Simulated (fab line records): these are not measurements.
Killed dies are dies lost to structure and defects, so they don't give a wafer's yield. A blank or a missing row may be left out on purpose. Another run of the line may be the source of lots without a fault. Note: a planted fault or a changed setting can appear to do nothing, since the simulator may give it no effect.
Matching of chambers | flow nand_harc | ald_metal-02 running NHARC_A_WL_FILL_ALD_02: 4 sister chambers
The step deposits TiN, target thk 2 nm, pulse time 3 s, ald cycles 100. 8 wafers are shown with their chamber, then 8 later ones without.

== WAFERS, EACH WITH ITS CHAMBER ==
wafer  | chamber | heater_power_outer_w (W) | heater_power_w (W)
L080.2 | 1       | 780                      | 1189
L080.6 | 1       | 778                      | 1153
L084.1 | 3       | 658                      | 1032
L084.6 | 0       | 616                      | 931
L087.2 | 3       | 666                      | 1029
L087.4 | 0       | 609                      | 922
L087.5 | 2       | 633                      | 1038
L088.2 | 2       | 609                      | 1044

== WAFERS WITHOUT THEIR CHAMBER ==
wafer  | heater_power_outer_w (W) | heater_power_w (W)
L088.3 | 629                      | 949
L088.6 | 668                      | 1037
L091.1 | 805                      | 1154
L091.4 | 663                      | 1041
L091.6 | 787                      | 1145
L095.1 | 638                      | 1066
L095.3 | 767                      | 1116
L095.6 | 640                      | 998

== CHAMBER TAKEN BY EACH ==
wafer  | from the rows above     | in truth
L088.3 | 0                       | 0
L088.6 | 3                       | 3
L091.1 | 1                       | 1
L091.4 | 3                       | 3
L091.6 | 1                       | 1
L095.1 | can't be placed: 2 or 3 | 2
L095.3 | 1                       | 1
L095.6 | can't be placed: 3 or 2 | 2
6 of 8 placed correctly. From these rows, 2 cannot be placed; in 2 the true chamber is one of the candidates. 0 placed wrongly.
How it was worked out, from the rows above alone: a wafer's distance from a chamber is the root of the sum, over the readings, of the square of ((its reading less the chamber's mean) divided by the reading's scatter). The wafer belongs to the nearest chamber; if the next one is less than 2 further off, it can't be placed. A chamber's mean is the mean of its shown wafers. The scatter: the root of (the sum of the squares of (reading less its chamber's mean) over the shown wafers, divided by (wafers less chambers)).
